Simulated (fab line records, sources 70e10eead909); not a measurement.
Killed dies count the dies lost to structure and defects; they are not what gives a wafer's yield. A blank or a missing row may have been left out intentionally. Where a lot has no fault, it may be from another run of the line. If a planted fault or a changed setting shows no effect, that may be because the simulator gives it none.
fab line records	flow nand_harc
record: lots: 12	wafers: 36	last_day: 33
route steps=1302 shown A_STAIRCASE@869 END@1302
lots with no fault: from the same line, run without faults
start_h: the number of hours between the record's first day and the start of the first shown wafer of the lot	wait_h: how many hours have passed since the lot's step before this one	" as in the row above	L1.1+2: a row that stands for several wafers	- value missing, or start not given	* or withheld: withheld	< > ~ a bound
route shown NAME@n: a module of which the file shows steps, and the number in the route of the first	usual: mean/standard deviation of fault-free wafers	same: alike in all rows	chamber/n: place in a boat	sites: readings site by site	_std_site: their standard deviation	_edge_site: inner sites' mean taken away from outer sites' mean	radius_mm: for every site, how far away it sits from the centre of the wafer	mask NAME#n: copy n	behind: the tool/chamber that last shaped the wafer	hold: why the lot went on hold/how many hours it stayed there/how the hold came to an end	device: which transistor (n, p or np) failed to switch	end of line: tests of these same wafers at the route's end	a step without rows: its recipe alone	killed: at the first sort, the dies lost to defects and structure; wafer yield is something else	map: shows each die of a wafer: x if killed, . if not, _ if none is there
set.NAME: the run value of the setting; set.NAME@STEP: its run value at that earlier step	model.NAME: the simulator's own value behind a step, which no gauge read
steps of the route over a sample of lots; a table a step, a row a wafer
services: from which hour (start_h, from the record's first day; less than 0 if before it) a tool's chamber was out of use, for how many hours, and why
== steps ==
step: NHARC_A_STAIRCASE_DESCUM_443
recipe: time_s: 3	o2_flow_sccm: 200	ar_flow_sccm: 0	bias_power_w: 0	chemistry: O2
usual: drypump_motor_current_A: 5.6/0.43	oes_product_au: 1.003/0.0098	rf_vpp_V: 57.8/1	showerhead_plenum_p_Torr: 1.90/0.089	throttle_valve_pct: 11.313/0.0084
lot.wafer	tool	chamber	start_h	wait_h	drypump_motor_current_A	oes_product_au	rf_hours_counter_h	rf_vpp_V	showerhead_plenum_p_Torr	throttle_valve_pct
L732.2	rie_diel-13	1	437.59	-	5.9	1.003	19	55.3	1.95	11.325
L732.3	"	0	"	"	6.1	1.005	21	57.4	1.85	11.295
L732.6	"	1	"	"	5.9	1.001	-	59.0	1.95	11.318
L736.3	rie_diel-02	3	495.53	-	4.7	1.008	28	58.8	1.92	11.308
L736.6	"	3	"	"	4.7	1.004	-	57.4	1.92	11.310
L736.4	"	0	"	"	5.3	1.003	-	58.0	1.97	11.321
L740.1	rie_diel-10	0	525.34	-	5.7	0.986	34	56.4	1.82	11.311
L740.3	"	1	"	"	5.6	0.999	31	57.0	1.91	11.306
L740.2	"	2	"	"	5.2	1.003	21	58.1	1.86	11.312
L739.4	rie_diel-02	1	526.11	-	6.4	0.998	40	60.3	2.06	11.307
L739.3	"	2	"	"	5.4	1.023	34	58.4	1.90	11.303
L739.2	"	3	"	"	4.7	0.997	40	59.2	1.92	11.311
L742.1	rie_diel-10	0	539.69	-	5.7	0.999	39	56.7	1.82	11.331
L742.3	"	1	"	"	5.7	1.003	37	58.1	1.91	11.328
L742.4	"	2	"	"	5.2	0.998	27	56.2	1.86	11.303
L741.2	rie_diel-02	2	539.84	-	5.4	1.011	38	58.5	1.90	11.306
L741.1	"	0	"	"	5.2	0.998	42	57.6	1.96	11.322
L741.5	"	1	"	"	6.4	0.998	-	58.7	2.06	11.318
L743.2	rie_diel-10	3	544.19	-	5.5	1.003	45	56.8	1.79	11.321
L743.3	"	2	"	"	5.1	0.988	30	58.0	1.86	11.311
L743.5	"	3	"	"	5.6	1.002	-	56.0	1.79	11.306
L744.2	rie_diel-02	1	544.36	-	6.4	1.008	49	57.7	2.06	11.303
L744.4	"	3	"	"	4.8	1.001	48	58.0	1.92	11.310
L744.5	"	1	"	"	6.4	1.003	-	59.9	2.06	11.318
L751.3	rie_diel-13	3	624.43	-	5.4	1.009	34	59.1	2.07	11.303
L751.2	"	0	"	"	6.1	1.020	32	56.1	1.83	11.314
L751.6	"	1	"	"	5.9	0.995	-	57.7	1.93	11.321
L750.4	rie_diel-02	1	624.46	-	6.4	0.994	14	59.7	2.05	11.309
L750.1	"	2	"	"	5.4	1.016	14	57.3	1.89	11.310
L750.6	"	0	"	"	5.2	1.019	-	57.9	1.95	11.308
L749.2	rie_diel-10	0	624.49	-	5.7	1.010	4	57.8	1.81	11.305
L749.3	"	2	"	"	5.2	0.996	4	58.5	1.85	11.304
L749.4	"	3	"	"	5.5	1.011	4	57.2	1.78	11.321
L752.4	rie_diel-10	3	648.69	-	5.5	1.012	10	58.4	1.78	11.324
L752.2	"	0	"	"	5.7	1.000	10	56.4	1.81	11.316
L752.1	"	1	"	"	5.7	1.010	12	58.2	1.89	11.316
step: NHARC_A_STAIRCASE_CMP_450
recipe: target_thk_nm: 200	material: SiO2
usual: motor_current_A: 11.6/1.3	slurry_filter_dp_kPa: 13.48/0.14
lot.wafer	tool	chamber	start_h	wait_h	motor_current_A	slurry_filter_dp_kPa
L732.3	cmp-01	1	442.87	-	10.0	13.18
L732.2	"	0	"	"	9.4	13.49
L732.6	"	1	"	"	10.0	13.68
L736.3	cmp-01	0	502.46	-	9.9	13.26
L736.4	"	2	"	"	10.4	13.69
L736.6	"	3	"	"	10.6	13.26
L740.1	cmp-02	1	531.08	-	13.2	13.45
L740.3	"	2	"	"	12.4	13.59
L740.2	"	3	"	"	10.9	13.39
L739.3	cmp-04	0	531.57	-	12.5	13.42
L739.2	"	2	"	"	13.1	13.54
L739.4	"	3	"	"	10.7	13.57
L742.1	cmp-02	1	544.97	-	13.7	13.47
L742.4	"	3	"	"	11.4	13.76
L742.3	"	0	"	"	12.4	13.40
L741.2	cmp-04	3	545.17	-	9.9	13.52
L741.1	"	0	"	"	11.9	13.49
L741.5	"	0	"	"	11.6	13.45
L743.3	cmp-04	1	549.40	-	11.7	13.55
L743.2	"	3	"	"	10.4	13.46
L743.5	"	2	"	"	14.7	13.62
L744.2	cmp-01	3	549.60	-	10.5	13.40
L744.4	"	1	"	"	10.0	13.62
L744.5	"	3	"	"	11.0	13.47
L751.3	cmp-04	1	629.70	-	11.8	13.38
L751.2	"	2	"	"	14.0	13.65
L751.6	"	3	"	"	11.3	13.21
L749.2	cmp-02	3	629.76	-	11.7	13.63
L749.4	"	0	"	"	12.5	13.52
L749.3	"	1	"	"	13.5	13.65
L750.1	cmp-01	0	629.99	-	9.3	13.67
L750.4	"	1	"	"	10.1	13.66
L750.6	"	2	"	"	10.7	13.25
L752.2	cmp-02	2	654.02	-	12.0	13.62
L752.4	"	3	"	"	11.7	13.35
L752.1	"	0	"	"	12.0	13.49
step: NHARC_A_STAIRCASE_CMP_152
usual: motor_current_A: 11.5/1.3	slurry_filter_dp_kPa: 13.50/0.13
lot.wafer	tool	chamber	start_h	wait_h	motor_current_A	slurry_filter_dp_kPa
L732.3	cmp-01	1	442.95	0.1	10.0	13.55
L732.2	"	0	"	"	9.6	13.55
L732.6	"	1	"	"	10.2	13.20
L736.3	cmp-01	0	502.54	0.1	10.1	13.52
L736.4	"	2	"	"	10.9	13.39
L736.6	"	3	"	"	10.3	13.50
L740.1	cmp-02	1	531.15	0.1	13.1	13.66
L740.3	"	2	"	"	12.7	13.25
L740.2	"	3	"	"	11.1	13.46
L739.3	cmp-04	0	531.64	0.1	11.9	13.53
L739.2	"	2	"	"	13.0	13.72
L739.4	"	3	"	"	10.9	13.44
L742.1	cmp-02	1	545.05	0.1	13.2	13.39
L742.4	"	3	"	"	11.0	13.57
L742.3	"	0	"	"	12.6	13.44
L741.2	cmp-04	3	545.24	0.1	10.5	13.76
L741.1	"	0	"	"	11.3	13.49
L741.5	"	0	"	"	12.2	13.50
L743.3	cmp-04	1	549.47	0.1	11.5	13.41
L743.2	"	3	"	"	10.6	13.68
L743.5	"	2	"	"	13.6	13.40
L744.2	cmp-01	3	549.67	0.1	10.8	13.38
L744.4	"	1	"	"	9.7	13.56
L744.5	"	3	"	"	10.2	13.57
L751.3	cmp-04	1	629.78	0.1	11.6	13.59
L751.2	"	2	"	"	13.7	13.37
L751.6	"	3	"	"	10.7	13.73
L749.2	cmp-02	3	629.84	0.1	11.0	13.34
L749.4	"	0	"	"	12.0	13.47
L749.3	"	1	"	"	13.3	13.51
L750.1	cmp-01	0	630.06	0.1	9.0	13.34
L750.4	"	1	"	"	9.6	13.49
L750.6	"	2	"	"	10.9	13.63
L752.2	cmp-02	2	654.09	0.1	12.2	13.55
L752.4	"	3	"	"	11.3	13.34
L752.1	"	0	"	"	11.8	13.45
step: NHARC_A_STAIRCASE_ETCHBACK_157
recipe: target_depth_a: 900	over_etch_frac: 0.3	time_s: 167.14	ion_energy_ev: 120	ch3f_flow_sccm: 50	o2_flow_sccm: 30	ar_flow_sccm: 200	rf_w: 500	bias_w: 100	chemistry: CH3F/O2
usual: bias_w: 100.0/0.32	ch3f_flow_sccm: 50.02/0.14	drypump_motor_current_A: 5.6/0.38	oes_product_au: 0.97/0.034	rf_vpp_V: 243.8/1.8	showerhead_plenum_p_Torr: 2.42/0.11	throttle_valve_pct: 20.664/0.0097
lot.wafer	tool	chamber	start_h	wait_h	bias_w	ch3f_flow_sccm	drypump_motor_current_A	oes_product_au	rf_hours_counter_h	rf_vpp_V	showerhead_plenum_p_Torr	throttle_valve_pct
L732.3	rie_diel-13	3	443.82	0.2	99.6	50.27	5.4	1.00	24	241.6	2.29	20.661
L732.2	"	1	"	"	100.4	49.79	5.9	0.99	23	244.2	2.51	20.658
L732.6	"	3	"	"	99.9	50.10	5.4	1.00	-	242.1	2.29	20.669
L736.3	rie_diel-10	1	503.39	0.2	99.5	50.11	5.6	0.92	26	244.1	2.45	20.665
L736.4	"	3	"	"	99.8	49.87	5.6	0.92	32	242.2	2.31	20.660
L736.6	"	1	"	"	99.6	49.91	5.6	0.93	-	244.6	2.45	20.656
L740.3	rie_diel-02	1	531.97	0.2	100.1	49.92	6.4	0.93	45	246.9	2.64	20.666
L740.2	"	2	"	"	100.4	49.92	5.4	0.94	36	244.3	2.44	20.682
L740.1	"	3	"	"	100.2	50.17	4.7	0.93	42	245.2	2.46	20.667
L739.4	rie_diel-13	3	532.47	0.1	100.5	49.91	5.4	1.01	1	247.5	2.66	20.674
L739.3	"	1	"	"	100.7	50.05	5.9	1.00	1	244.8	2.50	20.656
L739.2	"	2	"	"	100.2	50.20	5.3	0.99	1	241.3	2.33	20.655
L742.4	rie_diel-13	0	546.08	0.2	100.4	49.93	6.0	1.00	4	242.0	2.36	20.653
L742.1	"	2	"	"	99.6	49.88	5.3	0.99	3	243.1	2.33	20.670
L742.3	"	3	"	"	99.6	50.01	5.4	1.02	3	246.8	2.66	20.665
L741.2	rie_diel-13	0	546.25	0.3	-	-	-	-	-	-	-	-
L741.1	"	3	"	"	-	-	-	-	-	-	-	-
L741.5	"	0	"	"	-	-	-	-	-	-	-	-
L743.2	rie_diel-13	3	550.28	0.2	-	-	-	-	-	-	-	-
L743.3	"	0	"	"	-	-	-	-	-	-	-	-
L743.5	"	3	"	"	-	-	-	-	-	-	-	-
L744.2	rie_diel-13	1	550.54	0.1	-	-	-	-	-	-	-	-
L744.4	"	2	"	"	-	-	-	-	-	-	-	-
L744.5	"	2	"	"	-	-	-	-	-	-	-	-
L751.3	rie_diel-13	3	630.58	0.2	100.1	49.89	5.5	0.98	36	246.8	2.65	20.674
L751.2	"	1	"	"	99.8	49.89	5.9	0.95	38	245.6	2.48	20.659
L751.6	"	0	"	"	99.4	50.03	6.1	0.98	-	243.3	2.35	20.662
L749.3	rie_diel-10	2	630.66	0.1	100.5	49.96	5.2	0.92	9	243.4	2.37	20.670
L749.4	"	3	"	"	100.1	49.87	5.5	0.93	7	241.5	2.30	20.647
L749.2	"	0	"	"	99.8	50.03	5.7	0.93	7	242.3	2.33	20.659
L750.1	rie_diel-13	0	630.86	0.1	99.8	49.98	6.1	0.98	34	241.7	2.35	20.661
L750.4	"	3	"	"	100.0	49.85	5.4	0.98	36	247.6	2.65	20.674
L750.6	"	0	"	"	99.9	49.95	6.0	0.98	-	243.4	2.35	20.669
L752.4	rie_diel-02	3	654.98	0.2	100.0	49.88	4.7	0.93	26	245.4	2.45	20.654
L752.1	"	1	"	"	99.5	49.88	6.4	0.92	26	246.9	2.63	20.656
L752.2	"	2	"	"	100.5	49.89	5.4	0.94	25	245.5	2.43	20.674
step: NHARC_END_SORT_01
recipe: temp_c: 25
usual: killed_at_array: 46/16	killed_at_other: 0.9/1.3	killed_at_periphery: 4.1/3	killed_dies: 51/17	killed_open: 3.5/1.8	killed_short: 2.5/1.8
same: gross_dies: 677
lot.wafer	tool	chamber	start_h	wait_h	killed_at_array	killed_at_other	killed_at_periphery	killed_dies	killed_open	killed_short
L732.2	prober-01	0	572.01	2.8	81	1	2	84	5	1
L732.3	prober-01	0	572.82	3.1	72	0	1	73	3	1
L732.6	prober-01	0	575.24	4.0	66	0	5	71	4	2
L736.3	prober-02	0	627.34	3.1	34	1	5	40	4	1
L736.4	prober-02	0	628.14	3.4	63	1	2	66	1	3
L736.6	prober-02	0	629.74	4.0	42	0	0	42	2	1
L740.1	prober-01	0	658.71	2.5	61	0	0	61	7	2
L740.2	prober-01	0	659.52	2.8	75	1	6	82	0	6
L740.3	prober-01	0	660.34	3.1	56	0	2	58	5	2
L739.2	prober-02	0	659.54	2.8	41	2	8	51	4	1
L739.3	prober-02	0	660.34	3.1	38	0	7	45	3	3
L739.4	prober-02	0	661.14	3.4	42	2	4	48	2	1
L741.1	prober-01	0	668.11	2.5	673	2	2	677	0	2
L741.2	prober-01	0	668.92	2.8	673	3	1	677	3	2
L741.5	prober-01	0	671.34	3.7	675	1	1	677	4	1
L742.1	prober-02	0	668.12	2.5	37	0	0	37	5	0
L742.3	prober-02	0	669.70	3.1	42	0	2	44	4	4
L742.4	prober-02	0	670.50	3.4	37	1	1	39	8	1
L744.2	prober-02	0	679.72	2.8	673	0	4	677	5	0
L744.4	prober-02	0	681.33	3.4	673	1	3	677	4	4
L744.5	prober-02	0	682.13	3.7	674	0	3	677	5	4
L743.2	prober-01	0	690.68	2.8	668	1	8	677	3	1
L743.3	prober-01	0	691.47	3.1	671	2	4	677	5	1
L743.5	prober-01	0	693.07	3.7	669	0	8	677	1	0
L751.2	prober-01	0	762.69	2.8	54	2	5	61	2	2
L751.3	prober-01	0	763.50	3.1	59	0	7	66	3	8
L751.6	prober-01	0	765.92	4.0	65	2	7	74	5	1
L749.2	prober-02	0	769.53	2.8	30	2	11	43	5	2
L749.3	prober-02	0	770.31	3.1	46	0	6	52	5	6
L749.4	prober-02	0	771.10	3.4	34	3	6	43	2	4
L750.1	prober-01	0	770.71	2.5	40	0	5	45	7	2
L750.4	prober-01	0	773.12	3.4	36	0	3	39	1	2
L750.6	prober-01	0	774.73	4.0	43	0	2	45	3	2
L752.1	prober-02	0	783.11	2.5	46	2	8	56	3	5
L752.2	prober-02	0	783.91	2.8	43	5	9	57	3	5
L752.4	prober-02	0	785.49	3.4	60	2	6	68	3	6
killed by level:class
L732.2 A_CHANNEL_HOLE_D2:chamber_film_flake=31 A_SLIT:chamber_film_flake=22 A_CHANNEL_HOLE_D1:chamber_film_flake=14 A_ONON_D1:geometric_particle:open=3 A_ZERO_WELL:chamber_film_flake=3 A_CONTACT:chamber_film_flake=3 P_GATE:geometric_particle:open=1 A_ONON_D2:geometric_particle:short=1
L732.3 A_CHANNEL_HOLE_D2:chamber_film_flake=25 A_SLIT:chamber_film_flake=25 A_CHANNEL_HOLE_D1:chamber_film_flake=16 A_WL_FILL:chamber_film_flake=2 P_CONTACT:geometric_particle:open=1 A_SOURCE_PLATE:geometric_particle:short=1 A_SOURCE_PLATE:geometric_particle:open=1 A_M0:geometric_particle:open=1
L732.6 A_SLIT:chamber_film_flake=26 A_CHANNEL_HOLE_D1:chamber_film_flake=13 A_CHANNEL_HOLE_D2:chamber_film_flake=11 A_CONTACT:unspecified=3 P_ZERO_WELL:chamber_film_flake=2 P_M1:chamber_film_flake=2 A_CONTACT:chamber_film_flake=2 A_CHANNEL_FILL_D1:geometric_particle:short=1
L736.3 A_CHANNEL_HOLE_D2:chamber_film_flake=14 A_CHANNEL_HOLE_D1:chamber_film_flake=8 A_CONTACT:chamber_film_flake=4 P_M0:chamber_film_flake=3 A_STAIRCASE:chamber_film_flake=3 A_WL_FILL:chamber_film_flake=2 P_CONTACT:geometric_particle:short=1 P_CONTACT:geometric_particle:open=1
L736.4 A_CHANNEL_HOLE_D1:chamber_film_flake=31 A_CHANNEL_HOLE_D2:chamber_film_flake=16 A_WL_FILL:chamber_film_flake=4 A_DECK1_JOINT:chamber_film_flake=3 A_STAIRCASE:chamber_film_flake=2 A_CONTACT:chamber_film_flake=2 P_CONTACT:geometric_particle:open=1 A_ONON_D1:geometric_particle:short=1
L736.6 A_CHANNEL_HOLE_D1:chamber_film_flake=13 A_CHANNEL_HOLE_D2:chamber_film_flake=11 A_CONTACT:chamber_film_flake=5 A_STAIRCASE:chamber_film_flake=4 A_ONON_D1:geometric_particle:open=2 A_ZERO_WELL:chamber_film_flake=2 A_SLIT:chamber_film_flake=2 A_WL_FILL:chamber_film_flake=2
L740.1 A_SLIT:chamber_film_flake=25 A_CHANNEL_HOLE_D1:chamber_film_flake=19 A_CHANNEL_HOLE_D2:chamber_film_flake=5 A_CONTACT:chamber_film_flake=2 A_CHANNEL_HOLE_D1:geometric_particle:short=1 A_CHANNEL_HOLE_D1:geometric_particle:open=1 A_DECK1_JOINT:geometric_particle:short=1 A_DECK1_JOINT:geometric_particle:open=1
L740.2 A_SLIT:chamber_film_flake=28 A_CHANNEL_HOLE_D1:chamber_film_flake=28 A_CHANNEL_HOLE_D2:chamber_film_flake=10 P_GATE:chamber_film_flake=2 P_M2:chamber_film_flake=2 A_CHANNEL_FILL_D2:chamber_film_flake=2 A_CONTACT:chamber_film_flake=2 P_M1:geometric_particle:short=1
L739.2 A_CHANNEL_HOLE_D1:chamber_film_flake=26 A_CHANNEL_HOLE_D2:chamber_film_flake=7 P_M2:chamber_film_flake=6 A_SLIT:chamber_film_flake=2 A_CHANNEL_HOLE_D1:geometric_particle:open=1 A_CHANNEL_FILL_D1:geometric_particle:open=1 A_ONON_D2:geometric_particle:open=1 A_WL_FILL:geometric_particle:short=1
L739.3 A_CHANNEL_HOLE_D1:chamber_film_flake=20 A_CHANNEL_HOLE_D2:chamber_film_flake=10 P_M2:chamber_film_flake=4 P_M0:chamber_film_flake=2 A_CHANNEL_HOLE_D1:geometric_particle:short=1 A_DECK1_JOINT:geometric_particle:open=1 A_DECK1_JOINT:geometric_particle:short=1 A_ONON_D2:geometric_particle:short=1
L740.3 A_CHANNEL_HOLE_D1:chamber_film_flake=21 A_SLIT:chamber_film_flake=21 A_CHANNEL_HOLE_D2:chamber_film_flake=4 A_CONTACT:chamber_film_flake=3 P_M0:geometric_particle:open=1 A_ONON_D1:geometric_particle:open=1 A_CHANNEL_FILL_D1:geometric_particle:short=1 A_DECK1_JOINT:geometric_particle:short=1
L739.4 A_CHANNEL_HOLE_D1:chamber_film_flake=26 A_CHANNEL_HOLE_D2:chamber_film_flake=9 P_M2:chamber_film_flake=3 A_DECK1_JOINT:chamber_film_flake=2 THIN_TSV:chamber_film_flake=2 A_SOURCE_PLATE:geometric_particle:open=1 A_WL_FILL:geometric_particle:short=1 A_M0:geometric_particle:open=1
L741.1 A_STAIRCASE:area_etchback=626 A_SLIT:chamber_film_flake=23 A_CHANNEL_HOLE_D1:chamber_film_flake=18 P_ZERO_WELL:chamber_film_flake=2 THIN_TSV:chamber_film_flake=2 A_CHANNEL_FILL_D1:geometric_particle:short=1 A_ONON_D2:geometric_particle:short=1 A_ZERO_WELL:chamber_film_flake=1
L742.1 A_CHANNEL_HOLE_D2:chamber_film_flake=22 A_CHANNEL_HOLE_D1:chamber_film_flake=4 A_M0:geometric_particle:open=2 A_CONTACT:chamber_film_flake=2 A_M1:chamber_film_flake=2 A_CHANNEL_FILL_D1:geometric_particle:open=1 A_CHANNEL_FILL_D2:geometric_particle:open=1 A_CONTACT:geometric_particle:open=1
L741.2 A_STAIRCASE:area_etchback=614 A_SLIT:chamber_film_flake=30 A_CHANNEL_HOLE_D1:chamber_film_flake=21 THIN_TSV:chamber_film_flake=3 A_CHANNEL_HOLE_D2:chamber_film_flake=2 P_STI:geometric_particle:short=1 A_ONON_D1:geometric_particle:open=1 A_CHANNEL_HOLE_D1:geometric_particle:open=1
L742.3 A_CHANNEL_HOLE_D2:chamber_film_flake=18 A_M1:chamber_film_flake=6 A_CONTACT:chamber_film_flake=5 A_CHANNEL_HOLE_D1:chamber_film_flake=3 A_SLIT:chamber_film_flake=3 A_ONON_D2:geometric_particle:short=2 P_GATE:geometric_particle:open=1 P_M2:geometric_particle:open=1
L742.4 A_CHANNEL_HOLE_D2:chamber_film_flake=14 A_CHANNEL_HOLE_D1:chamber_film_flake=6 A_CONTACT:chamber_film_flake=3 A_M1:chamber_film_flake=3 A_BLC:geometric_particle:open=2 A_DECK1_JOINT:chamber_film_flake=2 P_GATE:geometric_particle:open=1 A_DECK1_JOINT:geometric_particle:open=1
L741.5 A_STAIRCASE:area_etchback=624 A_SLIT:chamber_film_flake=24 A_CHANNEL_HOLE_D1:chamber_film_flake=17 A_STAIRCASE:chamber_film_flake=4 P_GATE:geometric_particle:open=1 A_CHANNEL_FILL_D1:geometric_particle:short=1 A_CHANNEL_FILL_D2:geometric_particle:open=1 A_WL_FILL:geometric_particle:open=1
L744.2 A_STAIRCASE:area_etchback=646 A_CHANNEL_HOLE_D1:chamber_film_flake=15 A_CONTACT:chamber_film_flake=3 P_ZERO_WELL:chamber_film_flake=2 A_SLIT:chamber_film_flake=2 A_ONON_D1:geometric_particle:open=1 A_DECK1_JOINT:geometric_particle:open=1 A_ONON_D2:geometric_particle:open=1
L744.4 A_STAIRCASE:area_etchback=650 A_CHANNEL_HOLE_D1:chamber_film_flake=8 A_STAIRCASE:chamber_film_flake=4 P_M1:chamber_film_flake=2 A_CONTACT:chamber_film_flake=2 A_ONON_D1:geometric_particle:open=1 A_ONON_D1:geometric_particle:short=1 A_CHANNEL_HOLE_D1:geometric_particle:open=1
L744.5 A_STAIRCASE:area_etchback=652 A_CHANNEL_HOLE_D1:chamber_film_flake=7 A_CONTACT:chamber_film_flake=4 P_M0:geometric_particle:open=2 A_CHANNEL_FILL_D2:geometric_particle:short=2 A_STAIRCASE:chamber_film_flake=2 A_SLIT:chamber_film_flake=2 P_GATE:geometric_particle:open=1
L743.2 A_STAIRCASE:area_etchback=640 A_CHANNEL_HOLE_D2:chamber_film_flake=15 P_M1:chamber_film_flake=7 A_CHANNEL_HOLE_D1:chamber_film_flake=4 A_CONTACT:chamber_film_flake=3 A_M0:geometric_particle:open=2 A_M1:chamber_film_flake=2 P_M0:geometric_particle:open=1
L743.3 A_STAIRCASE:area_etchback=638 A_CHANNEL_HOLE_D2:chamber_film_flake=16 A_CHANNEL_HOLE_D1:chamber_film_flake=6 A_WL_FILL:chamber_film_flake=2 A_M1:chamber_film_flake=2 P_M0:geometric_particle:open=1 P_M1:geometric_particle:open=1 A_CHANNEL_FILL_D1:geometric_particle:short=1
L743.5 A_STAIRCASE:area_etchback=634 A_CHANNEL_HOLE_D2:chamber_film_flake=17 A_CHANNEL_HOLE_D1:chamber_film_flake=9 P_M1:chamber_film_flake=7 A_WL_FILL:chamber_film_flake=5 A_M1:chamber_film_flake=3 A_M0:geometric_particle:open=1 P_ZERO_WELL:chamber_film_flake=1
L751.2 A_CHANNEL_HOLE_D2:chamber_film_flake=19 A_SLIT:chamber_film_flake=19 A_CHANNEL_HOLE_D1:chamber_film_flake=8 A_CONTACT:chamber_film_flake=3 P_CONTACT:chamber_film_flake=2 THIN_TSV:chamber_film_flake=2 A_ONON_D1:geometric_particle:open=1 A_CHANNEL_FILL_D1:geometric_particle:short=1
L751.3 A_SLIT:chamber_film_flake=24 A_CHANNEL_HOLE_D2:chamber_film_flake=15 A_CHANNEL_HOLE_D1:chamber_film_flake=4 P_ZERO_WELL:chamber_film_flake=3 A_DECK1_JOINT:geometric_particle:short=2 P_GATE:chamber_film_flake=2 A_STAIRCASE:chamber_film_flake=2 A_CONTACT:chamber_film_flake=2
L751.6 A_CHANNEL_HOLE_D2:chamber_film_flake=33 A_SLIT:chamber_film_flake=21 A_CHANNEL_HOLE_D1:chamber_film_flake=4 P_CONTACT:chamber_film_flake=4 A_BLC:geometric_particle:open=2 P_GATE:chamber_film_flake=2 THIN_TSV:chamber_film_flake=2 P_M0:geometric_particle:open=1
L749.2 A_CONTACT:chamber_film_flake=9 P_M1:chamber_film_flake=6 A_CHANNEL_HOLE_D1:chamber_film_flake=5 P_GATE:chamber_film_flake=4 A_WL_FILL:chamber_film_flake=3 A_CHANNEL_HOLE_D2:chamber_film_flake=2 A_SLIT:chamber_film_flake=2 THIN_TSV:chamber_film_flake=2
L749.3 A_CHANNEL_HOLE_D1:chamber_film_flake=10 A_SLIT:chamber_film_flake=8 A_CHANNEL_HOLE_D2:chamber_film_flake=6 A_CONTACT:chamber_film_flake=6 P_M1:chamber_film_flake=4 A_STAIRCASE:chamber_film_flake=3 A_CHANNEL_FILL_D2:geometric_particle:open=2 A_WL_FILL:geometric_particle:short=2
L750.1 A_CHANNEL_HOLE_D1:chamber_film_flake=10 A_CONTACT:chamber_film_flake=10 A_SLIT:chamber_film_flake=6 A_CHANNEL_FILL_D2:chamber_film_flake=3 P_GATE:geometric_particle:open=2 A_SGD_CUT:geometric_particle:open=2 P_GATE:chamber_film_flake=2 A_ZERO_WELL:chamber_film_flake=2
L749.4 A_CHANNEL_HOLE_D1:chamber_film_flake=11 A_CONTACT:chamber_film_flake=5 A_SLIT:chamber_film_flake=5 A_WL_FILL:chamber_film_flake=5 THIN_TSV:chamber_film_flake=3 A_WL_FILL:geometric_particle:short=2 P_M1:chamber_film_flake=2 P_CONTACT:geometric_particle:short=1
L750.4 A_CHANNEL_HOLE_D1:chamber_film_flake=9 A_SLIT:chamber_film_flake=7 A_CONTACT:chamber_film_flake=6 A_ZERO_WELL:chamber_film_flake=4 A_CHANNEL_FILL_D2:chamber_film_flake=3 P_ZERO_WELL:chamber_film_flake=2 A_CHANNEL_FILL_D1:chamber_film_flake=2 A_WL_FILL:chamber_film_flake=2
L750.6 A_CHANNEL_HOLE_D1:chamber_film_flake=9 A_CONTACT:chamber_film_flake=9 A_SLIT:chamber_film_flake=7 A_ZERO_WELL:chamber_film_flake=5 A_CHANNEL_HOLE_D2:chamber_film_flake=3 A_WL_FILL:geometric_particle:short=2 P_GATE:chamber_film_flake=2 A_STAIRCASE:chamber_film_flake=2
L752.1 A_SLIT:chamber_film_flake=28 P_STI:chamber_film_flake=4 A_CONTACT:chamber_film_flake=4 A_M0:chamber_film_flake=3 A_STAIRCASE:chamber_film_flake=3 P_CONTACT:geometric_particle:short=2 A_CHANNEL_FILL_D1:geometric_particle:short=2 THIN_TSV:chamber_film_flake=2
L752.2 A_SLIT:chamber_film_flake=21 A_M0:chamber_film_flake=7 A_CONTACT:chamber_film_flake=4 THIN_TSV:chamber_film_flake=4 P_STI:chamber_film_flake=3 A_CHANNEL_HOLE_D1:unspecified=3 A_DECK1_JOINT:chamber_film_flake=2 A_STAIRCASE:chamber_film_flake=2
L752.4 A_SLIT:chamber_film_flake=31 A_CONTACT:chamber_film_flake=13 A_M0:chamber_film_flake=4 A_SOURCE_PLATE:geometric_particle:short=2 A_WL_FILL:geometric_particle:short=2 P_ZERO_WELL:chamber_film_flake=2 P_CONTACT:chamber_film_flake=2 THIN_TSV:chamber_film_flake=2
== services ==
tool	chamber	start_h	hours	kind
rie_diel-10	-	420.03	9.0	pm
cmp-02	-	428.63	4.0	pm
cmp-04	-	439.03	3.1	repair
cmp-01	-	452.85	0.8	repair
cmp-04	-	460.10	0.2	repair
cmp-04	-	462.88	6.6	repair
cmp-01	-	482.12	4.0	pm
cmp-04	-	499.61	0.6	repair
cmp-04	-	503.04	4.0	pm
cmp-04	-	508.93	4.4	repair
cmp-01	-	509.18	2.4	repair
cmp-04	-	519.15	0.3	repair
rie_diel-13	-	521.23	9.0	pm
cmp-02	-	526.63	4.0	pm
cmp-01	-	528.83	1.5	repair
cmp-02	-	564.69	2.9	repair
cmp-01	-	570.84	0.3	repair
cmp-04	-	578.54	0.4	repair
cmp-01	-	580.14	4.0	pm
rie_diel-13	0	585.30	4.4	repair
cmp-04	-	601.04	4.0	pm
cmp-02	-	622.82	1.1	repair
cmp-02	-	624.63	4.0	pm
cmp-04	-	636.89	0.8	repair
== key ==
first_sign: step: NHARC_A_STAIRCASE_ETCHBACK_157	reading: tool_record	direction: missing
effect: step: NHARC_END_SORT_01	reading: killed_at_array	direction: up	sigmas: 38	usual: 46	struck: 672
more_kills_born_at: NHARC_A_STAIRCASE_ETCHBACK_157@rie_diel-13: 5724
met_at NHARC_A_STAIRCASE_ETCHBACK_157
struck_lots L741,L743,L744
later_rows_left_out L741.1,L741.2,L741.5,L743.2,L743.3,L743.5,L744.2,L744.4,L744.5
tester_left_out L741,L743,L744
not_acting_at NHARC_A_STAIRCASE_DESCUM_443,NHARC_A_STAIRCASE_CMP_450,NHARC_A_STAIRCASE_CMP_152
onset_between 546.08 546.25
fault: kind: skipped_step_whole	tool: rie_diel-13	chamber: -	onset_h: 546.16	steps: NHARC_A_STAIRCASE_ETCHBACK_157	scope: struck_lots_only
tester_left_out: of these lots the tester's yield and bins aren't shown, on N5 and GAA mostly nor the transistor test; their killed dies are dies lost to structure and defects alone, not to doping, threshold or leakage, so they don't give the yield
later_rows_left_out: the simulator's readings of these wafers behind a module that went badly wrong aren't trusted and aren't shown, but for the sort
